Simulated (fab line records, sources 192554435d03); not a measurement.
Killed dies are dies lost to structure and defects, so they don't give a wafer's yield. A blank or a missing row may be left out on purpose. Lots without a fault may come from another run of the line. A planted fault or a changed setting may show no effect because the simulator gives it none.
Chamber matching | flow n5_finfet | N5_PASSIVATION_PECVD_55 on pecvd-02: 3 sister chambers
The step deposits SiO2 from SiH4/N2O, target thk 400 nm, time 22.5 s. 3 wafers are shown with their chamber, then 11 later ones without.

WAFERS WITH THEIR CHAMBER
wafer  | chamber | throttle_valve_pct (%)
L087.1 | 0       | 50.6
L087.5 | 1       | 48.5
L091.2 | 2       | 50.8

WAFERS WITHOUT THEIR CHAMBER
wafer  | throttle_valve_pct (%)
L091.3 | 50.4
L091.6 | 50.8
L090.1 | 48.7
L090.2 | 50.9
L090.5 | 50.8
L094.2 | 48.6
L094.3 | 51.1
L094.5 | 48.4
L097.1 | 48.2
L097.3 | 51.2
L097.5 | 48.4

WHICH CHAMBER EACH WENT THROUGH
wafer  | from the rows above     | in truth
L091.3 | can't be placed: 0 or 2 | 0
L091.6 | can't be placed: 2 or 0 | 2
L090.1 | 1                       | 1
L090.2 | can't be placed: 2 or 0 | 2
L090.5 | can't be placed: 2 or 0 | 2
L094.2 | 1                       | 1
L094.3 | can't be placed: 2 or 0 | 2
L094.5 | 1                       | 1
L097.1 | 1                       | 1
L097.3 | can't be placed: 2 or 0 | 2
L097.5 | 1                       | 1
Placed correctly: 5 of 11. Can't be placed from these rows: 6 (the true chamber is among the candidates in 6). Placed wrongly: 0.
How it was worked out, from the rows above alone: a wafer's distance from a chamber is the root of the sum, over the readings, of the square of ((its reading less the chamber's mean) divided by the reading's scatter). The wafer belongs to the nearest chamber; if the next one is less than 2 further off, it can't be placed. A chamber's mean is the mean of its shown wafers. The scatter: with one shown wafer a chamber, the root of the mean of the squares of how far each hidden wafer lies from its nearest shown one.
